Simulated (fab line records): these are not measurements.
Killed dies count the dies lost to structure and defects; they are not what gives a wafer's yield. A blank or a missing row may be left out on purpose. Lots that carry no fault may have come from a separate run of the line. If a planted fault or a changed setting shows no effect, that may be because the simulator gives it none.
Chamber matching	flow n5-finfet	3 sister chambers for N5_BEOL_M0_SAQP_ILD_DEP_01 on pecvd-03
The step deposits SiOC from DEMS/O2, target thk 45.419 nm, time 8.7 s. 6 wafers are shown with their chamber, then 7 later ones without.

WAFERS WITH THEIR CHAMBER
wafer	chamber	throttle-valve-pct (%)	heater-power-w (W)
L084.6	0	11.5	538
L089.1	1	12.3	540
L089.3	2	12.4	418
L089.4	2	12.4	422
L092.2	0	11.9	523
L092.5	1	12.2	627

WAFERS WITHOUT THEIR CHAMBER
wafer	throttle-valve-pct (%)	heater-power-w (W)
L092.6	11.3	523
L094.1	12.4	650
L094.5	11.8	509
L094.6	12.6	526
L097.1	12.3	567
L097.2	11.8	413
L097.3	11.6	502

CHAMBER TAKEN BY EACH
wafer	from the rows above	in truth
L092.6	0	0
L094.1	1	1
L094.5	0	0
L094.6	can't be placed: 1 or 2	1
L097.1	1	1
L097.2	can't be placed: 0 or 2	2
L097.3	0	0
5 of 7 placed correctly. Unplaceable from these rows: 2, with the true chamber sitting among the candidates in 2. Wrongly placed: 0.
How it was worked out, from the rows above alone: a wafer's distance from a chamber is the root of the sum, over the readings, of the square of ((its reading less the chamber's mean) divided by the reading's scatter). If the next closest chamber is less than 2 further off than the closest, the wafer can't be placed; otherwise it belongs to the closest. The mean given for a chamber averages the wafers shown for that chamber. How the scatter is found: for the shown wafers, subtract from each reading the mean of its chamber, square and add these, divide the total by (wafers less chambers), then take the root.
